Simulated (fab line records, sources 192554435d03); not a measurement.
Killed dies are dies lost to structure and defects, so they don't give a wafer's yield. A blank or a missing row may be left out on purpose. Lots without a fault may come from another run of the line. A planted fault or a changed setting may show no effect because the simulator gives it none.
Problem report in the 8D (eight disciplines) form, filled by code | flow n5_finfet | the parts of the form that need people (team, actions taken, sign-off) are left out

1. THE PROBLEM
head_pressure_psi at N5_SDB_CMP_30 reads a mean of 3.800 psi on 6 wafers of 2 lots; wafers without a fault read 4.149 psi with a standard deviation of 0.0095. That is -37 standard deviations from the usual mean.
The step: polishes, stops on poly-Si, t overpolish 1.54 s, target thk 30 nm.
First seen on wafer L659.2, day 5 14:10, on cmp-03. The record holds 27 wafers of 9 lots with a number at this step. Rule for "out", or "out of limits": more than 4 standard deviations from the usual mean. The other wafers with a number count as sound.

2. WHAT IT IS AND WHAT IT IS NOT
question                    | is                     | is not
which readings at this step | head_pressure_psi      | motor_current_A, time_to_endpoint_s
which lots                  | L659, L662             | L654, L655, L664, L667, L668, L671, L675
which wafers of those lots  | all that have a number | -
read on which tools         | cmp-03                 | cmp-01, cmp-04
when                        | from day 5 14:10       | up to then (6 sound wafers); but 15 sound wafers of L664, L667, L668, L671, L675 came after

3. SUSPECTS, AND WHAT RULES EACH OUT
Counting: a tool at a process step up to the reading stays a suspect if it ran every lot that is out and no sound lot after the first of them.
- cmp-03 at N5_SDB_CMP_30 (polishes, stops on poly-Si, t overpolish 1.54 s, target thk 30 nm): ruled out as a lasting fault. Sound lots L675 ran on it after its first lot that is out, L659 (day 5 14:10).
Left after counting: nothing in the record.

4. THE CAUSE (what the simulator had put in)
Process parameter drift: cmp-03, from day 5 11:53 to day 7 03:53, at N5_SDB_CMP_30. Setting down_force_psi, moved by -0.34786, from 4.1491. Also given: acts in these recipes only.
Counting ruled it out, wrongly.

5. THE CHAIN OF EFFECTS, in route order
Each row: a reading whose mean over the struck wafers that have a number lies more than 3 standard deviations from the usual. Only readings for which the record gives a usual standard deviation are gone through. hours: the time from each lot's start at the first step in this table that gives one to its start at this step, as a median over the lots. sigmas: the change in usual standard deviations.
hours | step          | reading           | usual     | on struck wafers | change | sigmas
0     | N5_SDB_CMP_30 | head_pressure_psi | 4.149 psi | 3.800            | -0.349 | -37
The process steps in it:
- N5_SDB_CMP_30: polishes, stops on poly-Si, t overpolish 1.54 s, target thk 30 nm.
Later measuring or inspecting steps at which every struck wafer that the step has a row for has a number for every such reading, and none has moved that far: N5_SDB_THK_MEAS_31, N5_BEOL_M4_RC_MEAS_101.

6. WHAT WOULD HAVE CAUGHT IT SOONER
In this record the first reading out of limits was taken at day 5 14:10, 2 hours after the fault began at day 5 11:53.
